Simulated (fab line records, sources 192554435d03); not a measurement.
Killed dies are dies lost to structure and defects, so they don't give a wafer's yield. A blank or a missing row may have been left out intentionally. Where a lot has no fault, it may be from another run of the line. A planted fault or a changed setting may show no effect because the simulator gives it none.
Which tool did it? | flow n5Finfet | 11 lots, 31 wafers sampled, at 5 steps of a route of 1938

== WHAT EACH GAUGE READ, for each wafer ==
N5_BEOL_M4_RC_MEAS_101. Usual: DIBL_N 36.2 mV/V, standard deviation 2.4; DIBL_P 36.2 mV/V, standard deviation 2.6; IOFF_N 0.16 nA/um, standard deviation 0.045; IOFF_P 0.21 nA/um, standard deviation 0.046; ION_N 674 uA/um, standard deviation 17; ION_P 463 uA/um, standard deviation 11; SS_N 71.5 mV/dec, standard deviation 0.77; SS_P 73.1 mV/dec, standard deviation 0.76; VT_N 250 mV, standard deviation 3.9; VT_P -250 mV, standard deviation 3.9.
lot  | measured     | on        | DIBL_N (mV/V)  | DIBL_P (mV/V)  | IOFF_N (nA/um) | IOFF_P (nA/um) | ION_N (uA/um) | ION_P (uA/um) | SS_N (mV/dec)  | SS_P (mV/dec)  | VT_N (mV)   | VT_P (mV)      | flag
L900 | day 7 21:28  | prober-02 | 39.4 37.9 40.5 | 39.7 38.3 40.5 | 0.20 0.16 0.22 | 0.27 0.24 0.30 | 685 692 695   | 474 480 473   | 72.3 71.5 71.9 | 73.8 72.9 74.1 | 249 249 247 | -244 -249 -245 | 
L902 | day 7 21:52  | prober-01 | 34.6 32.8 31.4 | 37.3 36.1 34.6 | 0.13 0.12 0.10 | 0.16 0.15 0.14 | 646 677 658   | 439 470 457   | 71.7 71.7 70.6 | 73.4 72.2 72.7 | 258 253 255 | -258 -257 -258 | 
L904 | day 8 17:58  | prober-01 | 37.8 38.2 36.8 | 36.7 37.9 35.4 | 0.15 0.16 0.12 | 0.17 0.20 0.16 | 669 678 644   | 445 464 438   | 72.4 71.1 72.1 | 73.7 74.5 73.0 | 253 250 257 | -258 -256 -257 | 
L908 | day 11 00:43 | prober-02 | 37.0 35.3 33.9 | 38.8 36.0 35.8 | 0.17 0.12 0.12 | 0.20 0.16 0.17 | 672 641 678   | 458 444 461   | 71.5 71.7 70.7 | 72.0 72.7 72.2 | 248 255 252 | -249 -256 -253 | 
L909 | day 11 03:40 | prober-01 | 40.9 37.9 39.6 | 41.8 38.4 40.5 | 0.28 0.17 0.23 | 0.27 0.20 0.25 | 720 669 676   | 480 458 452   | 72.5 71.7 71.9 | 74.7 74.6 75.0 | 244 251 247 | -247 -252 -249 | 
L913 | day 11 11:46 | prober-01 | 36.1 36.9 35.0 | 35.5 35.6 33.6 | 0.16 0.19 0.14 | 0.25 0.24 0.21 | 674 676 681   | 467 466 476   | 72.1 72.6 71.0 | 73.8 73.7 73.0 | 249 245 251 | -247 -247 -251 | 
L916 | day 11 19:11 | prober-02 | 34.9 38.4      | 33.0 36.2      | 0.13 0.19      | 0.20 0.26      | 682 638       | 473 453       | 71.2 72.1      | 72.7 73.6      | 251 248     | -248 -246      | 
L917 | day 12 12:38 | prober-02 | 37.7 38.0 38.6 | 38.1 37.1 38.9 | 0.20 0.19 0.20 | 0.25 0.23 0.26 | 704 680 692   | 477 468 468   | 71.0 71.1 72.1 | 74.4 73.9 73.7 | 247 249 247 | -249 -250 -247 | 
L918 | day 12 15:38 | prober-02 | 37.8 36.7 36.5 | 38.2 37.2 35.5 | 0.20 0.18 0.17 | 0.24 0.22 0.19 | 681 684 670   | 466 465 459   | 71.0 71.7 71.9 | 73.6 73.4 72.6 | 243 248 248 | -247 -251 -249 | 
L920 | day 13 06:20 | prober-02 | 37.1 35.6      | 36.7 35.6      | 0.18 0.15      | 0.21 0.20      | 680 657       | 467 448       | 72.7 71.6      | 73.1 73.5      | 248 252     | -250 -252      | 
L923 | day 14 07:34 | prober-01 | 33.8 38.3 32.8 | 34.0 38.9 33.3 | 0.13 0.21 0.12 | 0.21 0.28 0.19 | 661 687 688   | 458 475 477   | 71.6 71.9 72.0 | 72.5 73.3 71.6 | 253 247 253 | -248 -245 -250 | 

== TOOL THAT RAN EACH LOT (tool first, then ch and the chambers of the sampled wafers, then the start) ==
lot  | N5_BEOL_M2_SPUTTER_92       | N5_BEOL_M2_SPUTTER_94       | N5_BEOL_M2_ANNEAL_95        | N5_BEOL_M3_PECVD_72
L900 | pvdSputter-02, day 6 23:50  | pvdSputter-02, day 7 00:03  | pvdSputter-02, day 7 00:08  | pecvd-04 ch 0,1,2, day 7 01:34
L902 | pvdSputter-01, day 7 03:14  | pvdSputter-01, day 7 03:28  | pvdSputter-01, day 7 03:32  | pecvd-04 ch 1,2, day 7 04:57
L904 | pvdSputter-01, day 8 01:16  | pvdSputter-01, day 8 01:31  | pvdSputter-01, day 8 01:35  | pecvd-04 ch 0,2, day 8 02:58
L908 | pvdSputter-02, day 10 05:56 | pvdSputter-02, day 10 06:09 | pvdSputter-02, day 10 06:14 | pecvd-03 ch 0,2, day 10 07:35
L909 | pvdSputter-01, day 10 06:03 | pvdSputter-01, day 10 06:16 | pvdSputter-01, day 10 06:21 | pecvd-04 ch 0,2, day 10 07:44
L913 | pvdSputter-01, day 10 12:13 | pvdSputter-01, day 10 12:26 | pvdSputter-01, day 10 12:31 | pecvd-03 ch 0,1,2, day 10 14:04
L916 | pvdSputter-01, day 10 17:21 | pvdSputter-01, day 10 17:34 | pvdSputter-01, day 10 17:39 | pecvd-03 ch 1,2, day 10 19:00
L917 | pvdSputter-01, day 11 06:42 | pvdSputter-01, day 11 06:55 | pvdSputter-01, day 11 07:00 | pecvd-03 ch 2, day 11 08:47
L918 | pvdSputter-01, day 11 09:28 | pvdSputter-01, day 11 09:41 | pvdSputter-01, day 11 09:46 | pecvd-03 ch 1, day 11 11:14
L920 | pvdSputter-01, day 12 09:08 | pvdSputter-01, day 12 09:22 | pvdSputter-01, day 12 09:26 | pecvd-03 ch 0,1, day 12 10:48
L923 | pvdSputter-03, day 13 10:28 | pvdSputter-03, day 13 10:41 | pvdSputter-03, day 13 10:46 | pecvd-04 ch 0,2, day 13 12:08
- N5_BEOL_M2_SPUTTER_92: material Cu, target thk 4.5 nm, time 8.29 s.
- N5_BEOL_M2_SPUTTER_94: material Cu, target thk 4.5 nm, time 8.29 s.
- N5_BEOL_M2_ANNEAL_95: time 240 s.
- N5_BEOL_M3_PECVD_72: deposits SiO2 from TEOS/O2, target thk 16 nm, time 18 s.

== AS READ BY THE TOOLS THEMSELVES (means over the sampled wafers that have a number; for cases with no such wafer, the mark the record gives instead) ==
N5_BEOL_M2_SPUTTER_92. Usual: throttleValvePct reads 30.1 % (standard deviation 0.86).
lot  | tool          | throttleValvePct (%) | flag
L900 | pvdSputter-02 | 30.0                 | 
L902 | pvdSputter-01 | 31.4                 | 
L904 | pvdSputter-01 | 30.9                 | 
L908 | pvdSputter-02 | 30.6                 | 
L909 | pvdSputter-01 | 30.4                 | 
L913 | pvdSputter-01 | 29.8                 | 
L916 | pvdSputter-01 | 30.9                 | 
L917 | pvdSputter-01 | 30.9                 | 
L918 | pvdSputter-01 | 30.3                 | 
L920 | pvdSputter-01 | 31.1                 | 
L923 | pvdSputter-03 | 29.8                 | 

N5_BEOL_M2_SPUTTER_94. Usual: throttleValvePct reads 30.1 % (standard deviation 0.87).
lot  | tool          | throttleValvePct (%) | flag
L900 | pvdSputter-02 | 30.1                 | 
L902 | pvdSputter-01 | 31.4                 | 
L904 | pvdSputter-01 | 30.9                 | 
L908 | pvdSputter-02 | 30.6                 | 
L909 | pvdSputter-01 | 30.3                 | 
L913 | pvdSputter-01 | 29.7                 | 
L916 | pvdSputter-01 | 31.1                 | 
L917 | pvdSputter-01 | 30.8                 | 
L918 | pvdSputter-01 | 30.3                 | 
L920 | pvdSputter-01 | 31.1                 | 
L923 | pvdSputter-03 | 29.7                 | 

N5_BEOL_M2_ANNEAL_95. Usual: heaterPowerW 862 W, standard deviation 100; susceptor_temp_C_max 401.0, standard deviation 0.38.
lot  | tool          | heaterPowerW (W) | susceptor_temp_C_max | flag
L900 | pvdSputter-02 | 882              | 401.0                | 
L902 | pvdSputter-01 | 821              | 401.2                | 
L904 | pvdSputter-01 | 869              | 401.0                | 
L908 | pvdSputter-02 | 754              | 401.2                | 
L909 | pvdSputter-01 | 850              | 401.0                | 
L913 | pvdSputter-01 | 857              | 400.9                | 
L916 | pvdSputter-01 | 858              | 401.0                | 
L917 | pvdSputter-01 | 837              | 400.7                | 
L918 | pvdSputter-01 | 824              | 401.1                | 
L920 | pvdSputter-01 | 858              | 400.9                | 
L923 | pvdSputter-03 | 724              | 400.6                | 

N5_BEOL_M3_PECVD_72. Usual: chamberPressureTorr 5.501 Torr, standard deviation 0.012; heaterPowerOuterW 431 W, standard deviation 68; heaterPowerW 715 W, standard deviation 81; showerheadPlenumPTorr 8.78 Torr, standard deviation 0.071; throttleValvePct 22.1 %, standard deviation 1.3.
lot  | tool     | chamberPressureTorr (Torr) | heaterPowerOuterW (W) | heaterPowerW (W) | showerheadPlenumPTorr (Torr) | throttleValvePct (%) | flag
L900 | pecvd-04 | 5.500                      | 389                   | 680              | 8.82                         | 22.3                 | 
L902 | pecvd-04 | 5.494                      | 391                   | 682              | 8.85                         | 23.7                 | 
L904 | pecvd-04 | 5.481                      | 362                   | 632              | 8.81                         | 21.1                 | 
L908 | pecvd-03 | -                          | -                     | -                | -                            | -                    | OFF
L909 | pecvd-04 | -                          | -                     | -                | -                            | -                    | OFF
L913 | pecvd-03 | 5.498                      | 448                   | 728              | 8.72                         | 21.7                 | 
L916 | pecvd-03 | 5.503                      | 452                   | 744              | 8.76                         | 21.6                 | 
L917 | pecvd-03 | 5.513                      | 392                   | 725              | 8.84                         | 20.3                 | 
L918 | pecvd-03 | 5.504                      | 525                   | 809              | 8.67                         | 22.3                 | 
L920 | pecvd-03 | 5.500                      | 424                   | 666              | 8.66                         | 22.6                 | 
L923 | pecvd-04 | 5.507                      | 334                   | 596              | 8.80                         | 21.2                 | 

== THE ANSWER, worked out from the rows above alone ==
Rule: a lot counts as off when the mean over its wafers that have a number is more than 3 standard deviations away from the usual mean. Also off: a lot with no number at a reading for which 4 or more lots have one. Where the step has rows for the other lots, those lots are counted as sound. Order of review: gauges by route order, followed by the tools' own readings, for which a lot's mean as printed above is used. The first step at which some lot is off is used, and at that step the reading that is off furthest; a lot without a number counts as furthest.
Off, at N5_BEOL_M3_PECVD_72 on chamberPressureTorr: L908, L909. Without a number there: L908, L909.
A tool fits if, at that step or a process step before it, it ran every lot that is off, and no sound lot after the first of them. Of those tried, none fits.

== WHAT THE SIMULATOR PUT IN ==
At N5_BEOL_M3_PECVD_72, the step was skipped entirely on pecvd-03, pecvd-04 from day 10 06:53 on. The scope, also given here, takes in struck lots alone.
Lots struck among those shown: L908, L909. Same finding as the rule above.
